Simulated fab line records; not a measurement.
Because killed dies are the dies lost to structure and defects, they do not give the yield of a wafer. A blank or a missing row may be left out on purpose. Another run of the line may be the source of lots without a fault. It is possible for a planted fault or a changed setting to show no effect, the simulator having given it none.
Matching of chambers || flow n5_finfet || N5_GATE_CUT_DESCUM_18 on rie_diel-02: 4 sister chambers
The step chemistry O2, time 7 s. 16 wafers are shown with their chamber, then 8 later ones without.

WAFERS PAIRED WITH THEIR CHAMBERS
{"wafer": "L075.1", "chamber": 0, "drypump_motor_current_A (A)": 5.9, "showerhead_plenum_p_Torr (Torr)": 1.98, "throttle_valve_pct (%)": 20.78}
{"wafer": "L075.2", "chamber": 1, "drypump_motor_current_A (A)": 5.2, "showerhead_plenum_p_Torr (Torr)": 2.02, "throttle_valve_pct (%)": 20.09}
{"wafer": "L075.6", "chamber": 3, "drypump_motor_current_A (A)": 6.4, "showerhead_plenum_p_Torr (Torr)": 2.08, "throttle_valve_pct (%)": 20.51}
{"wafer": "L078.1", "chamber": 0, "drypump_motor_current_A (A)": 5.9, "showerhead_plenum_p_Torr (Torr)": 1.97, "throttle_valve_pct (%)": 20.79}
{"wafer": "L078.3", "chamber": 2, "drypump_motor_current_A (A)": 5.7, "showerhead_plenum_p_Torr (Torr)": 2.18, "throttle_valve_pct (%)": 20.54}
{"wafer": "L078.6", "chamber": 3, "drypump_motor_current_A (A)": 6.4, "showerhead_plenum_p_Torr (Torr)": 2.08, "throttle_valve_pct (%)": 20.52}
{"wafer": "L089.3", "chamber": 0, "drypump_motor_current_A (A)": 5.9, "showerhead_plenum_p_Torr (Torr)": 1.97, "throttle_valve_pct (%)": 20.82}
{"wafer": "L089.4", "chamber": 1, "drypump_motor_current_A (A)": 5.2, "showerhead_plenum_p_Torr (Torr)": 2.01, "throttle_valve_pct (%)": 20.13}
{"wafer": "L089.6", "chamber": 1, "drypump_motor_current_A (A)": 5.2, "showerhead_plenum_p_Torr (Torr)": 2.01, "throttle_valve_pct (%)": 20.12}
{"wafer": "L090.2", "chamber": 3, "drypump_motor_current_A (A)": 6.4, "showerhead_plenum_p_Torr (Torr)": 2.07, "throttle_valve_pct (%)": 20.55}
{"wafer": "L090.4", "chamber": 2, "drypump_motor_current_A (A)": 5.8, "showerhead_plenum_p_Torr (Torr)": 2.17, "throttle_valve_pct (%)": 20.58}
{"wafer": "L090.6", "chamber": 1, "drypump_motor_current_A (A)": 5.2, "showerhead_plenum_p_Torr (Torr)": 2.01, "throttle_valve_pct (%)": 20.16}
{"wafer": "L091.1", "chamber": 3, "drypump_motor_current_A (A)": 6.4, "showerhead_plenum_p_Torr (Torr)": 2.07, "throttle_valve_pct (%)": 20.56}
{"wafer": "L091.3", "chamber": 2, "drypump_motor_current_A (A)": 5.7, "showerhead_plenum_p_Torr (Torr)": 2.17, "throttle_valve_pct (%)": 20.57}
{"wafer": "L091.6", "chamber": 1, "drypump_motor_current_A (A)": 5.2, "showerhead_plenum_p_Torr (Torr)": 2.01, "throttle_valve_pct (%)": 20.13}
{"wafer": "L092.2", "chamber": 3, "drypump_motor_current_A (A)": 6.4, "showerhead_plenum_p_Torr (Torr)": 2.07, "throttle_valve_pct (%)": 20.55}

SIGNATURES (means of the wafers above)
{"reading": "drypump_motor_current_A", "chamber 0": 5.900, "chamber 1": 5.200, "chamber 2": 5.733, "chamber 3": 6.400, "scatter within a chamber": 0.0236}
{"reading": "showerhead_plenum_p_Torr", "chamber 0": 1.9733, "chamber 1": 2.0120, "chamber 2": 2.1733, "chamber 3": 2.0740, "scatter within a chamber": 0.00527}
{"reading": "throttle_valve_pct", "chamber 0": 20.7967, "chamber 1": 20.1260, "chamber 2": 20.5633, "chamber 3": 20.5380, "scatter within a chamber": 0.0226}
Rule: a wafer lies at a distance from a chamber equal to the root of the sum of squares, over the readings, of (its reading less the chamber's mean, divided by the reading's scatter). The wafer belongs to the nearest chamber; if the next one is less than 2 further off, it can't be placed. How the scatter is found: for the shown wafers, subtract from each reading the mean of its chamber, square and add these, divide the total by (wafers less chambers), then take the root.

WAFERS WHOSE CHAMBER IS MISSING
{"wafer": "L092.4", "drypump_motor_current_A (A)": 5.2, "showerhead_plenum_p_Torr (Torr)": 2.01, "throttle_valve_pct (%)": 20.15}
{"wafer": "L092.6", "drypump_motor_current_A (A)": 5.9, "showerhead_plenum_p_Torr (Torr)": 1.96, "throttle_valve_pct (%)": 20.84}
{"wafer": "L093.1", "drypump_motor_current_A (A)": 6.4, "showerhead_plenum_p_Torr (Torr)": 2.07, "throttle_valve_pct (%)": 20.55}
{"wafer": "L093.2", "drypump_motor_current_A (A)": 5.2, "showerhead_plenum_p_Torr (Torr)": 2.01, "throttle_valve_pct (%)": 20.13}
{"wafer": "L093.5", "drypump_motor_current_A (A)": 5.2, "showerhead_plenum_p_Torr (Torr)": 2.01, "throttle_valve_pct (%)": 20.15}
{"wafer": "L096.1", "drypump_motor_current_A (A)": 5.9, "showerhead_plenum_p_Torr (Torr)": 1.96, "throttle_valve_pct (%)": 20.84}
{"wafer": "L096.2", "drypump_motor_current_A (A)": 6.4, "showerhead_plenum_p_Torr (Torr)": 2.07, "throttle_valve_pct (%)": 20.57}
{"wafer": "L096.3", "drypump_motor_current_A (A)": 5.8, "showerhead_plenum_p_Torr (Torr)": 2.16, "throttle_valve_pct (%)": 20.58}

WHICH CHAMBER EACH ONE RAN IN
{"wafer": "L092.4", "from the rows above": 1, "in truth": 1}
{"wafer": "L092.6", "from the rows above": 0, "in truth": 0}
{"wafer": "L093.1", "from the rows above": 3, "in truth": 3}
{"wafer": "L093.2", "from the rows above": 1, "in truth": 1}
{"wafer": "L093.5", "from the rows above": 1, "in truth": 1}
{"wafer": "L096.1", "from the rows above": 0, "in truth": 0}
{"wafer": "L096.2", "from the rows above": 3, "in truth": 3}
{"wafer": "L096.3", "from the rows above": 2, "in truth": 2}
Correct placement for 8 of the 8. Not placeable from these rows: 0. Wrongly placed: 0.
